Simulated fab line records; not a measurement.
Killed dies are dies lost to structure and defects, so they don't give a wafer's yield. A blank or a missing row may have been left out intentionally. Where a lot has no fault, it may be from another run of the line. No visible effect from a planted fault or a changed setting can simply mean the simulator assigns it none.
Lot-split experiment || flow n5_finfet || 21 wafers read across 7 lots, on a route 1938 steps long

## THE SPLIT ITSELF
At N5_FIN_SAQP_HM_DEP_03 (deposits SiNx from SiH4/NH3/N2, target thk 38 nm, time 33.6 s), the setting time_s was moved away from the recipe's 33.6 s on 6 of the 21 wafers read, by -14.6% to +11.5%. The other wafers ran this setting at the recipe's value.

## FROM THE SPLIT TO THE READING: what the file shows between them, 9 steps
- N5_FIN_SAQP_THK_MEAS_05
- N5_FIN_SAQP_EXPOSE_13: exposes mask FIN CORE, target cd 35.6 nm (also split here: dose_mj)
- N5_FIN_SAQP_PEB_14: peb time 60 s
- N5_FIN_SAQP_DEVELOP_15: develop time 30 s
- N5_FIN_SAQP_CD_MEAS_16: target cd 35.6 nm
- N5_FIN_SAQP_SPACER2_ALD_28: deposits SiO2, target thk 8.1 nm, pulse time 1 s, purge time 2 s (also split here: temp_c)
- N5_FIN_SAQP_SPACER2_ETCHBACK_29: etches SiO2 in CHF3/O2, target depth 12.2 nm, time 6.1 s
- N5_FIN_SAQP_MANDREL2_REMOVE_60: chemistry HBr/Cl2/O2, target a-Si, stops on SiNx, bt time 10 s
- N5_FIN_SAQP_HM_OPEN_33: chemistry CH3F/O2, target SiNx, target depth 49.4 nm, time 70.6 s

## THE READING
SiNx_of_FIN_SAQP_HM_DEP_03.thk_nm (the simulator's own value, which no gauge read), in nm, at N5_FIN_SAQP_ETCH_34 (etches SiO2 in C4F6/O2, target depth 45 nm, time 15 s). No usual value for it is given in the file. Here, 15 wafers ran the recipe; their average is 34.5 nm with a standard deviation of 0.53 nm.

{"wafer": "L079.1", "tool, chamber at the split": "pecvd-02, 2", "time_s as run, s": 33.6, "against the recipe": "recipe", "SiNx_of_FIN_SAQP_HM_DEP_03.thk_nm, nm": 33.4, "against lot-mates on the recipe": "-"}
{"wafer": "L079.2", "tool, chamber at the split": "pecvd-02, 1", "time_s as run, s": 33.6, "against the recipe": "recipe", "SiNx_of_FIN_SAQP_HM_DEP_03.thk_nm, nm": 33.8, "against lot-mates on the recipe": "-"}
{"wafer": "L079.3", "tool, chamber at the split": "pecvd-02, 0", "time_s as run, s": 37.45, "against the recipe": "+11.5%", "SiNx_of_FIN_SAQP_HM_DEP_03.thk_nm, nm": 38.2, "against lot-mates on the recipe": "+4.6"}
{"wafer": "L080.3", "tool, chamber at the split": "pecvd-04, 1", "time_s as run, s": 30.26, "against the recipe": "-9.9%", "SiNx_of_FIN_SAQP_HM_DEP_03.thk_nm, nm": 30.4, "against lot-mates on the recipe": -4.2}
{"wafer": "L080.4", "tool, chamber at the split": "pecvd-04, 1", "time_s as run, s": 33.6, "against the recipe": "recipe", "SiNx_of_FIN_SAQP_HM_DEP_03.thk_nm, nm": 34.6, "against lot-mates on the recipe": "-"}
{"wafer": "L080.6", "tool, chamber at the split": "pecvd-04, 0", "time_s as run, s": 30.26, "against the recipe": "-9.9%", "SiNx_of_FIN_SAQP_HM_DEP_03.thk_nm, nm": 30.8, "against lot-mates on the recipe": -3.8}
{"wafer": "L081.1", "tool, chamber at the split": "pecvd-02, 2", "time_s as run, s": 28.68, "against the recipe": "-14.6%", "SiNx_of_FIN_SAQP_HM_DEP_03.thk_nm, nm": 28.4, "against lot-mates on the recipe": -6.0}
{"wafer": "L081.4", "tool, chamber at the split": "pecvd-02, 0", "time_s as run, s": 33.6, "against the recipe": "recipe", "SiNx_of_FIN_SAQP_HM_DEP_03.thk_nm, nm": 34.4, "against lot-mates on the recipe": "-"}
{"wafer": "L081.6", "tool, chamber at the split": "pecvd-02, 2", "time_s as run, s": 33.6, "against the recipe": "recipe", "SiNx_of_FIN_SAQP_HM_DEP_03.thk_nm, nm": 34.4, "against lot-mates on the recipe": "-"}
{"wafer": "L082.2", "tool, chamber at the split": "pecvd-04, 0", "time_s as run, s": 33.6, "against the recipe": "recipe", "SiNx_of_FIN_SAQP_HM_DEP_03.thk_nm, nm": 34.6, "against lot-mates on the recipe": "-"}
{"wafer": "L082.3", "tool, chamber at the split": "pecvd-04, 2", "time_s as run, s": 33.6, "against the recipe": "recipe", "SiNx_of_FIN_SAQP_HM_DEP_03.thk_nm, nm": 34.6, "against lot-mates on the recipe": "-"}
{"wafer": "L082.4", "tool, chamber at the split": "pecvd-04, 0", "time_s as run, s": 33.6, "against the recipe": "recipe", "SiNx_of_FIN_SAQP_HM_DEP_03.thk_nm, nm": 35, "against lot-mates on the recipe": "-"}
{"wafer": "L088.3", "tool, chamber at the split": "pecvd-03, 1", "time_s as run, s": 33.6, "against the recipe": "recipe", "SiNx_of_FIN_SAQP_HM_DEP_03.thk_nm, nm": 34.6, "against lot-mates on the recipe": "-"}
{"wafer": "L088.4", "tool, chamber at the split": "pecvd-03, 0", "time_s as run, s": 31.43, "against the recipe": "-6.5%", "SiNx_of_FIN_SAQP_HM_DEP_03.thk_nm, nm": 32, "against lot-mates on the recipe": -2.4}
{"wafer": "L088.6", "tool, chamber at the split": "pecvd-03, 1", "time_s as run, s": 33.6, "against the recipe": "recipe", "SiNx_of_FIN_SAQP_HM_DEP_03.thk_nm, nm": 34.2, "against lot-mates on the recipe": "-"}
{"wafer": "L096.1", "tool, chamber at the split": "pecvd-03, 1", "time_s as run, s": 33.6, "against the recipe": "recipe", "SiNx_of_FIN_SAQP_HM_DEP_03.thk_nm, nm": 34, "against lot-mates on the recipe": "-"}
{"wafer": "L096.5", "tool, chamber at the split": "pecvd-03, 2", "time_s as run, s": 33.6, "against the recipe": "recipe", "SiNx_of_FIN_SAQP_HM_DEP_03.thk_nm, nm": 34.2, "against lot-mates on the recipe": "-"}
{"wafer": "L096.6", "tool, chamber at the split": "pecvd-03, 1", "time_s as run, s": 33.6, "against the recipe": "recipe", "SiNx_of_FIN_SAQP_HM_DEP_03.thk_nm, nm": 34.6, "against lot-mates on the recipe": "-"}
{"wafer": "L097.4", "tool, chamber at the split": "pecvd-02, 0", "time_s as run, s": 33.6, "against the recipe": "recipe", "SiNx_of_FIN_SAQP_HM_DEP_03.thk_nm, nm": 35.6, "against lot-mates on the recipe": "-"}
{"wafer": "L097.5", "tool, chamber at the split": "pecvd-02, 2", "time_s as run, s": 33.6, "against the recipe": "recipe", "SiNx_of_FIN_SAQP_HM_DEP_03.thk_nm, nm": 35.2, "against lot-mates on the recipe": "-"}
{"wafer": "L097.6", "tool, chamber at the split": "pecvd-02, 1", "time_s as run, s": 29.79, "against the recipe": "-11.3%", "SiNx_of_FIN_SAQP_HM_DEP_03.thk_nm, nm": 30.6, "against lot-mates on the recipe": -4.8}

THE FIT
A straight line over all 21 wafers: SiNx_of_FIN_SAQP_HM_DEP_03.thk_nm changes by +0.373 nm for each +1% of time_s; r = +0.97; the points scatter about the line by 0.51 nm.
The same after taking each lot's own level away (the mean of its wafers on the recipe; 21 wafers): +0.406 nm for each +1%; r = +1.00; scatter 0.19 nm.
That fit puts the effect of the largest move of time_s on the reading at 6 nm.
The lots' own levels span 33.60 to 35.40 nm, that is 3.4 times the standard deviation above.
The two slopes agree, so the slope changes little with the lot-to-lot level.
Check: for one of the wafers moved furthest among these (-14.6%), held out of the fit, the line's prediction against its lot-mates is -5.93 nm. It came out at -6 nm against them.

## ADDITIONAL SPLITS CARRIED BY THESE WAFERS
These wafers also went through other splits before the reading. Each is held against what the fit with the lots' levels taken away leaves over:
{"other split on the same wafers": "N5_WELL_APT_EXPOSE_05 dose_mj", "wafers away from the commonest value": 4, "r with SiNx_of_FIN_SAQP_HM_DEP_03.thk_nm (lot level and that fit taken away)": "+0.06"}
{"other split on the same wafers": "N5_WELL_APT_COAT_19 spin_rpm", "wafers away from the commonest value": 6, "r with SiNx_of_FIN_SAQP_HM_DEP_03.thk_nm (lot level and that fit taken away)": -0.01}
{"other split on the same wafers": "N5_FIN_SAQP_EXPOSE_13 dose_mj", "wafers away from the commonest value": 10, "r with SiNx_of_FIN_SAQP_HM_DEP_03.thk_nm (lot level and that fit taken away)": "+0.24"}
{"other split on the same wafers": "N5_FIN_SAQP_SPACER2_ALD_28 temp_c", "wafers away from the commonest value": 6, "r with SiNx_of_FIN_SAQP_HM_DEP_03.thk_nm (lot level and that fit taken away)": -0.16}

## THE WHOLE CHAIN: every reading that the file lists as answering this split, in the file's order
{"step": "N5_FIN_SAQP_HM_DEP_03", "what it does": "deposits SiNx from SiH4/NH3/N2, target thk 38 nm, time 33.6 s", "reading": "SiNx_of_FIN_SAQP_HM_DEP_03.thk_nm (the simulator's own value, which no gauge read)", "change (the file's fit)": "+0.404 nm for each +1% of the setting", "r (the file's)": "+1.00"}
{"step": "N5_FIN_SAQP_THK_MEAS_05", "what it does": "", "reading": "thk_nm", "change (the file's fit)": "withheld for each +1% of the setting", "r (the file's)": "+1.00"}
{"step": "N5_FIN_SAQP_HM_OPEN_33", "what it does": "chemistry CH3F/O2, target SiNx, target depth 49.4 nm, time 70.6 s", "reading": "etch_rf_on_time_s", "change (the file's fit)": "withheld for each +1% of the setting", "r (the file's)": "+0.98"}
{"step": "N5_FIN_SAQP_HM_OPEN_33", "what it does": "chemistry CH3F/O2, target SiNx, target depth 49.4 nm, time 70.6 s", "reading": "etch.depth_nm (the simulator's own value, which no gauge read)", "change (the file's fit)": "+0.404 nm for each +1% of the setting", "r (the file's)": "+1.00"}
{"step": "N5_FIN_SAQP_ETCH_34", "what it does": "etches SiO2 in C4F6/O2, target depth 45 nm, time 15 s", "reading": "SiNx_of_FIN_SAQP_HM_DEP_03.thk_nm (the simulator's own value, which no gauge read)", "change (the file's fit)": "+0.407 nm for each +1% of the setting", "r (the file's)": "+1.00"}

## THE FILE'S OWN FIT
SiNx_of_FIN_SAQP_HM_DEP_03.thk_nm changes by +0.407 nm for each +1% of time_s, r = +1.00.
